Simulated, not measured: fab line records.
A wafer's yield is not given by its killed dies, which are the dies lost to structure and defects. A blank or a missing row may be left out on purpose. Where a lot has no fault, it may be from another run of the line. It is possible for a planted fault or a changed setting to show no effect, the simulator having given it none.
Matching of chambers	flow n5 finfet	3 sister chambers for N5_BEOL_M2_PECVD_72 on pecvd-01
The step deposits SiO2 from TEOS/O2, target thk 16 nm, time 18 s. 3 wafers are shown with their chamber, then 8 later ones without.

EACH WAFER AND ITS CHAMBER
wafer	chamber	throttle valve pct (%)
L083.4	2	23.2
L083.5	1	22.9
L089.2	0	21.6

WAFERS WITH NO CHAMBER GIVEN
wafer	throttle valve pct (%)
L089.4	21.7
L089.6	22.6
L091.1	22.5
L091.3	22.0
L091.6	22.2
L097.1	22.0
L097.2	20.7
L097.3	22.6

WHICH CHAMBER EACH WENT THROUGH
wafer	from the rows above	in truth
L089.4	0	0
L089.6	can't be placed: 1 or 2 or 0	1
L091.1	can't be placed: 1 or 2 or 0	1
L091.3	can't be placed: 0 or 1 or 2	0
L091.6	can't be placed: 0 or 1 or 2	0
L097.1	can't be placed: 0 or 1 or 2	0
L097.2	0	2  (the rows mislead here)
L097.3	can't be placed: 1 or 2 or 0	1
Placed correctly: 1 of 8. These rows do not allow placing 6 (true chamber among the candidates in 6). Placed wrongly: 1.
How it was worked out, from the rows above alone: a wafer's distance from a chamber is the root of the sum, over the readings, of the square of ((its reading less the chamber's mean) divided by the reading's scatter). The wafer belongs to the nearest chamber; if the next one is less than 2 further off, it can't be placed. For every chamber, the mean is computed from those of its wafers that are shown. The scatter (one wafer shown for each chamber): square how far every hidden wafer sits from the nearest shown wafer, average those squares and take the square root.
